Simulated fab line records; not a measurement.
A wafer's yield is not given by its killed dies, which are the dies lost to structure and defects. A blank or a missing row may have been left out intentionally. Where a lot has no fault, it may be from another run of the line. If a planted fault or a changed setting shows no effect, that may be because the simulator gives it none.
Chamber matching -- flow n5Finfet -- 4 sister chambers for N5_BEOL_M12_CMP_49 on cmp-01
The step polishes, stops on SiOC, t overpolish 20.6 s, target thk 320 nm. 8 wafers are shown with their chamber, then 11 later ones without.

## WAFERS WITH THEIR CHAMBER
wafer,chamber,motorCurrentA (A),barrierFieldEndpointS (s)
L089.5,0,6.3,30.4
L090.3,3,6.5,29.9
L090.4,2,5.6,30.8
L090.5,1,6.6,30.9
L093.1,0,6.4,31.1
L093.2,2,5.9,31.8
L093.3,1,6.9,32.1
L092.1,3,6.2,29.0

## WAFERS WITH NO CHAMBER GIVEN
wafer,motorCurrentA (A),barrierFieldEndpointS (s)
L092.2,5.4,30.4
L092.3,6.6,30.1
L095.1,6.7,32.0
L095.2,6.0,30.3
L095.3,5.5,32.8
L094.2,6.4,31.1
L094.4,5.9,30.8
L094.5,6.6,31.4
L096.2,6.7,31.3
L096.3,6.8,30.2
L096.4,6.4,29.6

## WHICH CHAMBER EACH WENT THROUGH
wafer,from the rows above,in truth
L092.2,2,2
L092.3,can't be placed: 0 or 3 or 1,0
L095.1,can't be placed: 1 or 0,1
L095.2,can't be placed: 2 or 0 or 3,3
L095.3,2,2
L094.2,can't be placed: 0 or 1 or 3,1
L094.4,can't be placed: 2 or 0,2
L094.5,can't be placed: 1 or 0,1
L096.2,can't be placed: 1 or 0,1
L096.3,can't be placed: 1 or 0 or 3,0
L096.4,can't be placed: 3 or 0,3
Placed correctly: 2 of 11. Cannot be placed on the basis of these rows: 9; the candidates contain the true chamber in 9. Wrongly placed: 0.
How it was worked out, from the rows above alone: a wafer's distance from a chamber is the root of the sum, over the readings, of the square of ((its reading less the chamber's mean) divided by the reading's scatter). The wafer belongs to the nearest chamber; if the next one is less than 2 further off, it can't be placed. For every chamber, the mean is computed from those of its wafers that are shown. The scatter is the square root of a quotient: the sum, over the shown wafers, of each reading's squared deviation from its chamber's mean, divided by wafers minus chambers.
